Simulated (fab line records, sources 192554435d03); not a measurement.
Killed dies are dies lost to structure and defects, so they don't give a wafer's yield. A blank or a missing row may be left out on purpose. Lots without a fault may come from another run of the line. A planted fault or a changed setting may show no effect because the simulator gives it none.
fab line records | flow n5_finfet
record lots=6 wafers=18 last_day=17
route steps=1938 shown BEOL_M13@1704 BEOL_M14@1716 PASSIVATION@1936
lots that met no fault: from a run of the same line without faults
start_h: hours from the record's first day to the start of the lot's first wafer shown | wait_h: hours since the lot's step before | " the same as in the row above | L1.1+2: a row that stands for several wafers | - no value, or no start given | * or withheld: withheld | < > ~ a bound
route shown NAME@n: a module of which the file shows steps, and the number in the route of the first | usual: mean/standard deviation of fault-free wafers | same: alike in all rows | chamber/n: place in a boat | sites: the reading at each site | _std_site: their standard deviation | _edge_site: outer sites' mean less inner sites' | radius_mm: how far each site lies from the wafer's centre | mask NAME#n: copy n | behind: the tool/chamber that last shaped the wafer | hold: why the lot was held/for how many hours/how that ended | device: the transistor (n, p or np) that didn't switch | end of line: the same wafers' tests at the end of the route | a step without rows: its recipe alone | killed: dies lost to structure and defects at the first sort, not the wafer's yield | map: a wafer's dies, x killed, . not, _ none there
set.NAME: the setting as run; set.NAME@STEP: as run at that earlier step | model.NAME: the simulator's own value behind a step, which no gauge read
lots at some steps of the route; a table a step, a row a wafer
services: from which hour (start_h, from the record's first day; less than 0 if before it) a tool's chamber was out of use, for how many hours, and why
## steps
# step N5_BEOL_M13_PRE_CLEAN_42
# recipe gas=H2/He time_s=30 temp_c=250
# step N5_BEOL_M13_SPUTTER_43
# recipe material=TaN target_thk_a=150 temp_c=50 bias_v=168.6 power_w=15000 chamber_pressure_pa=0.12 time_s=24.19
# usual chamber_pressure_pa=0.12004/0.00022 throttle_valve_pct=29.7/0.91
# columns lot.wafer tool chamber start_h wait_h chamber_pressure_pa throttle_valve_pct
L304.1 pvd_sputter-01 - 249.32 0.0 0.12005 30.2
L304.5 " - " " 0.11975 29.6
L304.6 " - " " 0.12021 29.7
L307.1 pvd_sputter-01 - 267.31 0.0 0.12045 29.3
L307.2 " - " " 0.11991 28.0
L307.6 " - " " 0.12013 30.1
L319.1 pvd_sputter-01 - 335.87 0.0 0.1198 30.0
L319.2 " - " " 0.11992 27.9
L319.6 " - " " 0.11985 30.0
L320.3 pvd_sputter-02 - 344.24 0.0 0.11994 31.3
L320.4 " - " " 0.12006 29.3
L320.6 " - " " 0.1202 29.4
L321.1 pvd_sputter-01 - 363.21 0.0 0.11987 30.0
L321.2 " - " " 0.11985 28.2
L321.5 " - " " 0.11998 29.4
L324.1 pvd_sputter-01 - 373.91 0.0 0.11993 29.9
L324.2 " - " " 0.12005 30.0
L324.4 " - " " 0.12007 28.0
# step N5_BEOL_M13_SPUTTER_44
# recipe material=Ta target_thk_a=100 temp_c=50 bias_v=80 power_w=15000 chamber_pressure_pa=0.07 time_s=16.13
# usual chamber_pressure_pa=0.07/0.00016 throttle_valve_pct=29.7/0.85
# columns lot.wafer tool chamber start_h wait_h chamber_pressure_pa throttle_valve_pct
L304.1 pvd_sputter-01 - 249.40 0.0 0.06999 30.2
L304.5 " - " " 0.06995 29.2
L304.6 " - " " 0.07018 29.7
L307.1 pvd_sputter-01 - 267.39 0.0 0.06992 29.6
L307.2 " - " " 0.06998 28.0
L307.6 " - " " 0.0702 30.0
L319.1 pvd_sputter-01 - 335.95 0.0 0.06995 29.9
L319.2 " - " " 0.07011 27.9
L319.6 " - " " 0.07004 30.1
L320.3 pvd_sputter-02 - 344.32 0.0 0.07004 31.2
L320.4 " - " " 0.0701 29.4
L320.6 " - " " 0.06992 29.2
L321.1 pvd_sputter-01 - 363.29 0.0 0.07001 29.9
L321.2 " - " " 0.07027 28.0
L321.5 " - " " 0.07001 29.3
L324.1 pvd_sputter-01 - 373.99 0.0 0.07004 29.9
L324.2 " - " " 0.06979 29.8
L324.4 " - " " 0.07005 28.3
# step N5_BEOL_M13_SPUTTER_45
# recipe material=Cu target_thk_a=800 temp_c=-20 bias_v=60 power_w=26000 chamber_pressure_pa=0.13 time_s=13.33
# usual chamber_pressure_pa=0.13/0.00025 chuck_gas_flow_sccm=1.27/0.057 throttle_valve_pct=29.7/0.88
# columns lot.wafer tool chamber start_h wait_h chamber_pressure_pa chuck_gas_flow_sccm throttle_valve_pct
L304.1 pvd_sputter-01 - 249.48 0.0 0.12969 1.27 29.9
L304.5 " - " " 0.12978 1.37 29.4
L304.6 " - " " 0.13009 1.26 30.1
L307.1 pvd_sputter-01 - 267.47 0.0 0.12966 1.31 29.2
L307.2 " - " " 0.13003 1.19 28.1
L307.6 " - " " 0.12979 1.25 30.2
L319.1 pvd_sputter-01 - 336.03 0.0 0.12972 1.25 29.9
L319.2 " - " " 0.12987 1.32 28.0
L319.6 " - " " 0.12964 1.27 29.9
L320.3 pvd_sputter-02 - 344.40 0.0 0.13027 1.30 31.1
L320.4 " - " " 0.1297 1.36 29.0
L320.6 " - " " 0.12932 1.35 29.4
L321.1 pvd_sputter-01 - 363.37 0.0 0.12983 1.31 30.1
L321.2 " - " " 0.13036 1.21 28.0
L321.5 " - " " 0.12985 1.24 29.6
L324.1 pvd_sputter-01 - 374.07 0.0 0.13007 1.25 29.7
L324.2 " - " " 0.1301 1.25 29.9
L324.4 " - " " 0.1304 1.33 27.7
# step N5_BEOL_M13_ECD_47
# recipe material=Cu target_thk_a=9360
# step N5_BEOL_M13_ANNEAL_48
# recipe temp_c=225 time_s=90 ambient=N2
# usual wafer_temp_C_max=226.18/0.28
# columns lot.wafer tool chamber start_h wait_h wafer_temp_C_max
L304.1 rtp_anneal-02 0 249.76 0.1 226.30
L304.5 " 0 " " 226.50
L304.6 " 0 " " 226.23
L307.1 rtp_anneal-01 0 267.78 0.1 225.90
L307.2 " 0 " " 226.23
L307.6 " 0 " " 226.29
L319.1 rtp_anneal-01 0 336.75 0.6 225.76
L319.2 " 0 " " 226.20
L319.6 " 0 " " 225.92
L320.3 rtp_anneal-01 0 347.77 3.2 225.90
L320.4 " 0 " " 225.98
L320.6 " 0 " " 225.74
L321.1 rtp_anneal-02 0 363.73 0.2 225.76
L321.2 " 0 " " 226.10
L321.5 " 0 " " 226.52
L324.1 rtp_anneal-01 0 374.55 0.2 226.18
L324.2 " 0 " " 225.77
L324.4 " 0 " " 225.88
# step N5_BEOL_M13_CMP_49
# recipe stop_on=SiOC t_overpolish_s=17.1 down_force_psi=1 platen_rpm=50 clearing_platen_down_force_psi=1.5 clearing_platen_rpm=50 post_cmp_clean=cu_alkaline target_thk_nm=420 clearing_platen_pad_velocity_m_s=0.99484 pad_velocity_m_s=0.99484
# usual barrier_field_endpoint_s=30.7/0.72 motor_current_A=6.3/0.87 overpolish_run_s=17.099/0.0091
# columns lot.wafer tool chamber start_h wait_h barrier_field_endpoint_s motor_current_A overpolish_run_s
L304.1 cmp-03 0 250.14 0.3 29.8 7.2 17.090
L304.5 " 2 " " 30.8 5.3 17.121
L304.6 " 3 " " 30.7 7.2 17.099
L307.2 cmp-01 2 268.11 0.2 31.6 6.2 17.105
L307.1 " 0 " " 31.3 5.2 17.092
L307.6 " 2 " " 31.1 5.9 17.096
L319.1 cmp-04 3 337.14 0.3 32.0 5.4 17.083
L319.2 " 0 " " 30.8 5.8 17.102
L319.6 " 1 " " 31.0 6.9 17.091
L320.3 cmp-03 0 348.17 0.3 30.2 7.4 17.097
L320.4 " 2 " " 30.8 5.4 17.088
L320.6 " 1 " " 30.2 6.2 17.112
L321.1 cmp-03 0 364.37 0.6 30.0 7.1 17.104
L321.2 " 1 " " 30.6 5.9 17.099
L321.5 " 2 " " 30.3 5.2 17.099
L324.2 cmp-04 0 375.11 0.5 30.1 5.9 17.087
L324.1 " 1 " " 30.2 7.3 17.089
L324.4 " 2 " " 30.6 7.7 17.094
# step N5_BEOL_M13_THK_MEAS_50
# recipe thk_meas_gauge=xrf reads=Cu_of_BEOL_M13_ECD_47
# usual M13_THK=417/7.3
# columns lot.wafer tool chamber start_h wait_h M13_THK[nm]
L304.1 film_metro-02 - 250.35 - 421
L304.5 " - " " 421
L304.6 " - " " 410
L307.1 film_metro-01 - 268.37 - 427
L307.2 " - " " 429
L307.6 " - " " 430
L319.1 film_metro-02 - 337.36 - 415
L319.2 " - " " 421
L319.6 " - " " 409
L320.3 film_metro-01 - 348.47 - 406
L320.4 " - " " 410
L320.6 " - " " 415
L321.1 film_metro-02 - 364.59 - 429
L321.2 " - " " 414
L321.5 " - " " 412
L324.1 film_metro-01 - 375.40 - 421
L324.2 " - " " 422
L324.4 " - " " 412
# step N5_BEOL_M13_PRE_CLEAN_52
# recipe gas=NH3 time_s=15 temp_c=withheld rf_power_w=300
# step N5_BEOL_M13_DEP_53
# recipe material=SiCN target_thk_a=500 temp_c=withheld precursor=3MS/NH3 pressure_torr=3 rf_w=675 time_s=17.8
# step N5_BEOL_M13_RS_MEAS_54
# recipe thk_meas_gauge=four-point-probe reads=Cu_of_BEOL_M13_ECD_47+Ta_of_BEOL_M13_SPUTTER_44+TaN_of_BEOL_M13_SPUTTER_43
# usual M13_RS=0.0450/0.00074
# columns lot.wafer tool chamber start_h wait_h M13_RS[ohm/sq]
L304.1 film_metro-02 - 250.48 0.0 0.0445
L304.5 " - " " 0.0443
L304.6 " - " " 0.0456
L307.1 film_metro-01 - 268.50 0.0 0.0438
L307.2 " - " " 0.0436
L307.6 " - " " 0.0436
L319.1 film_metro-02 - 337.49 0.0 0.0446
L319.2 " - " " 0.0441
L319.6 " - " " 0.0453
L320.3 film_metro-02 - 348.59 0.1 0.0462
L320.4 " - " " 0.0459
L320.6 " - " " 0.0454
L321.1 film_metro-02 - 364.72 0.0 0.0438
L321.2 " - " " 0.0452
L321.5 " - " " 0.0456
L324.1 film_metro-01 - 375.53 0.0 0.0452
L324.2 " - " " 0.0449
L324.4 " - " " 0.0460
# step N5_BEOL_M13_INSPECT_55
# recipe inspect_instrument=darkfield mode=post_dep
# usual raw_defect_count=81/29
# columns lot.wafer tool chamber start_h wait_h raw_defect_count
L304.1 defect_inspect-01 - 250.51 0.0 95
L304.5 " - " " 110
L304.6 " - " " 64
L307.1 defect_inspect-02 - 268.52 0.0 99
L307.2 " - " " 116
L307.6 " - " " 94
L319.1 defect_inspect-02 - 337.51 0.0 102
L319.2 " - " " 117
L319.6 " - " " 110
L320.3 defect_inspect-01 - 348.62 0.0 39
L320.4 " - " " 80
L320.6 " - " " 70
L321.1 defect_inspect-02 - 364.75 0.0 151
L321.2 " - " " 134
L321.5 " - " " 138
L324.1 defect_inspect-02 - 375.56 0.0 56
L324.2 " - " " 73
L324.4 " - " " 101
# step N5_BEOL_M14_ILD_DEP_00
# recipe material=SiO2 target_thk_a=11193 temp_c=400 precursor=TEOS/O2 pressure_torr=6.5 rf_w=900 teos_flow_sccm=161.4 gas=O2 flow_sccm=2650 time_s=237.4
# usual heater_power_w=543/88 showerhead_plenum_p_Torr=8.331/0.023 susceptor_temp_C=400.05/0.24 throttle_valve_pct=18.5/0.64
# columns lot.wafer tool chamber start_h wait_h heater_power_w showerhead_plenum_p_Torr susceptor_temp_C throttle_valve_pct
L304.1 pecvd-03 0 250.55 0.0 469 8.304 399.96 18.4
L304.5 " 2 " " 366 8.301 399.69 17.4
L304.6 " 0 " " 532 8.347 399.65 18.5
L307.1 pecvd-01 0 268.56 0.0 395 8.337 400.20 18.1
L307.2 " 1 " " 633 8.313 400.12 19.3
L307.6 " 1 " " 673 8.295 399.81 19.4
L319.1 pecvd-01 2 337.55 0.0 447 8.371 400.31 18.5
L319.2 " 1 " " 644 8.315 402.30 19.4
L319.6 " 2 " " 553 8.342 400.21 18.5
L320.3 pecvd-01 2 348.66 0.0 470 8.340 400.40 18.6
L320.4 " 1 " " 718 8.316 402.00 19.8
L320.6 " 2 " " 520 8.341 400.23 18.2
L321.1 pecvd-03 2 364.79 0.0 449 8.291 400.59 17.3
L321.2 " 0 " " 507 8.333 400.34 18.4
L321.5 " 0 " " 546 8.318 400.41 18.1
L324.1 pecvd-02 2 375.59 0.0 538 8.340 399.80 18.0
L324.2 " 1 " " 459 8.348 400.46 18.9
L324.4 " 1 " " 517 8.341 400.32 18.8
# step N5_BEOL_M14_THK_MEAS_01
# recipe reads=SiO2_of_BEOL_M14_ILD_DEP_00
# usual M14_ILD_THK=1117/15
# columns lot.wafer tool chamber start_h wait_h M14_ILD_THK[nm]
L304.1 film_metro-02 - 250.74 0.1 1083
L304.5 " - " " 1112
L304.6 " - " " 1098
L307.1 film_metro-01 - 268.75 0.1 1093
L307.2 " - " " 1095
L307.6 " - " " 1124
L319.1 film_metro-02 - 337.82 0.2 1098
L319.2 " - " " 1089
L319.6 " - " " 1121
L320.3 film_metro-02 - 348.85 0.1 1103
L320.4 " - " " 1115
L320.6 " - " " 1108
L321.1 film_metro-02 - 364.97 0.1 1095
L321.2 " - " " 1099
L321.5 " - " " 1099
L324.1 film_metro-02 - 375.86 0.2 1119
L324.2 " - " " 1113
L324.4 " - " " 1112
# step N5_PASSIVATION_PROBE_49
# usual defect_limited_yield=91.3/1.5 killed_at_M0_to_M3=35/10 killed_at_M4_up=12/4.6 killed_at_contacts=13/6.6 killed_at_front_end=39/11 killed_at_other=4/3.4 killed_dies=103/17 killed_on_rim=14/4.1 killed_open=67/13 killed_short=35/8.2 sort_bin_5_function=5.1/0.94 sort_bin_6_memory=3.2/0.7 sort_n_pass=1077/17 sort_yield_pct=91.3/1.5
# same gross_dies=1180 killed_at_back_side=0 sort_bin_4_leakage[%]=0 sort_bin_8_speed[%]=0
# columns lot.wafer tool chamber start_h wait_h defect_limited_yield[%] killed_at_M0_to_M3 killed_at_M4_up killed_at_contacts killed_at_front_end killed_at_other killed_dies killed_on_rim killed_open killed_short sort_bin_5_function[%] sort_bin_6_memory[%] sort_n_pass sort_yield_pct[%]
L304.1 prober-01 - 281.63 0.0 94.7 19 3 6 26 9 63 12 42 21 3.0 2.2 1117 94.7
L304.5 prober-01 - 281.83 0.2 90.5 44 0 2 63 3 112 15 70 40 5.3 3.8 1068 90.5
L304.6 prober-01 - 281.88 0.3 94.6 17 6 6 29 6 64 7 41 22 3.4 1.9 1116 94.6
L307.1 prober-01 - 296.80 0.0 89.7 51 14 11 43 3 122 15 80 42 6.3 4.0 1058 89.7
L307.2 prober-01 - 296.85 0.1 91.4 33 11 8 42 7 101 18 58 42 5.2 3.1 1079 91.4
L307.6 prober-01 - 297.05 0.3 88.6 43 14 16 52 10 135 18 82 51 7.1 4.0 1045 88.6
L319.1 prober-01 - 376.85 0.0 89.8 21 15 28 47 9 120 11 81 39 6.1 3.7 1060 89.8
L319.2 prober-01 - 376.90 0.1 91.4 25 12 22 30 12 101 18 73 27 4.8 3.6 1079 91.4
L319.6 prober-01 - 377.10 0.3 89.0 43 11 24 44 8 130 14 81 48 6.2 4.5 1050 89.0
L320.3 prober-01 - 384.05 0.1 93.5 19 13 10 34 1 77 9 48 28 3.7 2.4 1103 93.5
L320.4 prober-01 - 384.10 0.2 93.1 23 13 13 28 5 82 8 52 25 3.6 2.8 1098 93.1
L320.6 prober-01 - 384.20 0.3 91.5 35 11 18 28 8 100 18 77 21 4.5 3.9 1080 91.5
# killed by level:class
L304.1 BEOL_M0_SAQP:geometric_particle:open=8 STI_FIN_REVEAL:geometric_particle:open=8 GATE_CUT:geometric_particle:short=5 MOL_CONTACT_COAG:geometric_particle:open=5 DUMMY_GATE:geometric_particle:open=4 BEOL_M2:geometric_particle:open=4 FIN_SAQP:geometric_particle:short=2 STI_FIN_REVEAL:geometric_particle:short=2
L304.5 STI_FIN_REVEAL:geometric_particle:open=21 BEOL_M0_SAQP:geometric_particle:open=11 BEOL_M0_SAQP:geometric_particle:short=11 FIN_SAQP:geometric_particle:short=9 BEOL_M2:geometric_particle:open=9 GATE_CUT:geometric_particle:short=8 BEOL_M1:geometric_particle:open=8 FIN_SAQP:geometric_particle:open=6
L304.6 STI_FIN_REVEAL:geometric_particle:open=6 ILD0:geometric_particle:short=6 MOL_CONTACT_COAG:geometric_particle:open=5 BEOL_M0_SAQP:geometric_particle:open=5 BEOL_M0_SAQP:geometric_particle:short=5 STARTING-WAFER:geometric_particle:open=4 GATE_CUT:geometric_particle:short=3 FIN_SAQP:geometric_particle:short=2
L307.1 STI_FIN_REVEAL:geometric_particle:open=18 FIN_SAQP:geometric_particle:short=13 BEOL_M1:geometric_particle:open=9 BEOL_M0_SAQP:geometric_particle:open=9 BEOL_M2:geometric_particle:open=9 MOL_CONTACT_COAG:geometric_particle:open=8 BEOL_M0_SAQP:geometric_particle:short=7 FIN_SAQP:geometric_particle:open=6
L307.2 STI_FIN_REVEAL:geometric_particle:open=16 BEOL_M0_SAQP:geometric_particle:short=7 BEOL_M1:geometric_particle:open=7 FIN_SAQP:geometric_particle:short=6 BEOL_M0_SAQP:geometric_particle:open=6 MOL_CONTACT_COAG:geometric_particle:open=5 BEOL_M2:geometric_particle:open=5 BEOL_M1:geometric_particle:short=4
L307.6 BEOL_M0_SAQP:geometric_particle:short=17 FIN_SAQP:geometric_particle:short=16 MOL_CONTACT_COAG:geometric_particle:open=14 STI_FIN_REVEAL:geometric_particle:open=12 BEOL_M0_SAQP:geometric_particle:open=10 FIN_SAQP:geometric_particle:open=8 MIM_TOP:geometric_particle:open=8 BEOL_M1:geometric_particle:open=7
L319.1 MOL_CONTACT_COAG:geometric_particle:open=25 FIN_SAQP:geometric_particle:short=11 STI_FIN_REVEAL:geometric_particle:open=7 GATE_CUT:geometric_particle:short=7 FIN_SAQP:geometric_particle:open=6 DUMMY_GATE:geometric_particle:short=4 BEOL_M2:geometric_particle:open=4 BEOL_M0_SAQP:geometric_particle:open=4
L319.2 MOL_CONTACT_COAG:geometric_particle:open=19 FIN_SAQP:geometric_particle:short=7 FIN_SAQP:geometric_particle:open=6 BEOL_M0_SAQP:geometric_particle:open=6 BEOL_M1:geometric_particle:open=6 MIM_TOP_ETCH:geometric_particle:open=5 STI_FIN_REVEAL:geometric_particle:open=4 MIM_TOP_ETCH:geometric_particle:short=4
L319.6 MOL_CONTACT_COAG:geometric_particle:open=21 FIN_SAQP:geometric_particle:short=16 BEOL_M1:geometric_particle:open=13 BEOL_M0_SAQP:geometric_particle:open=8 GATE_CUT:geometric_particle:short=7 BEOL_M0_SAQP:geometric_particle:short=7 ILD0:geometric_particle:short=5 ILD0:geometric_particle:open=5
L320.3 MOL_CONTACT_COAG:geometric_particle:open=10 BEOL_M4:geometric_particle:open=9 FIN_SAQP:geometric_particle:short=7 BEOL_M2:geometric_particle:open=6 FIN_SAQP:geometric_particle:open=5 GATE_CUT:geometric_particle:short=4 STARTING-WAFER:geometric_particle:short=4 DUMMY_GATE:geometric_particle:open=3
L320.4 FIN_SAQP:geometric_particle:short=10 MOL_CONTACT_COAG:geometric_particle:open=10 BEOL_M4:geometric_particle:open=7 BEOL_M2:geometric_particle:open=5 BEOL_M1:geometric_particle:open=5 BEOL_M0_SAQP:geometric_particle:open=4 BEOL_M3:geometric_particle:open=4 HKMG_FIN:area_etch=4
L320.6 MOL_CONTACT_COAG:geometric_particle:open=17 STI_FIN_REVEAL:geometric_particle:open=12 BEOL_M1:geometric_particle:open=11 FIN_SAQP:geometric_particle:short=6 BEOL_M0_SAQP:geometric_particle:open=5 BEOL_M3:geometric_particle:open=5 FIN_SAQP:geometric_particle:open=4 BEOL_M4:geometric_particle:open=4
## services
# columns tool chamber start_h hours kind
cmp-03 - 228.29 - consumable_replace:conditioner
cmp-03 - 228.29 - consumable_replace:pad
cmp-04 - 233.49 3.8 repair
pecvd-01 - 246.76 2.8 pm
cmp-03 - 253.93 3.2 repair
pecvd-01 0 274.91 19.8 repair
cmp-03 - 296.25 6.3 repair
cmp-04 - 299.99 1.2 repair
pecvd-03 1 312.99 7.4 repair
pvd_sputter-02 - 316.01 7.5 repair
pecvd-02 - 316.90 14.6 pm
pecvd-01 0 335.00 5.5 scheduled_down
pecvd-01 - 339.16 6.0 pm
pvd_sputter-02 - 358.07 3.6 repair
cmp-01 - 365.37 4.0 pm
cmp-03 - 366.93 3.5 pm
cmp-01 - 369.37 - consumable_replace:conditioner
cmp-01 - 369.37 - consumable_replace:pad
cmp-04 - 371.11 4.0 pm
cmp-04 - 375.11 - consumable_replace:conditioner
cmp-04 - 375.11 - consumable_replace:pad
## key
first_sign step=N5_BEOL_M14_ILD_DEP_00 reading=susceptor_temp_C direction=up sigmas=8.9 usual=* struck=*
effect none on later readings
met_at N5_BEOL_M14_ILD_DEP_00
struck_wafers L319.2,L320.4
onset_between 268.56 337.55
fault kind=process_parameter_drift tool=pecvd-01 chamber=1 onset_h=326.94 steps=N5_BEOL_M14_ILD_DEP_00 channel=temp_c offset=* shape=step end_h=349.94 acts_in=* stated=*
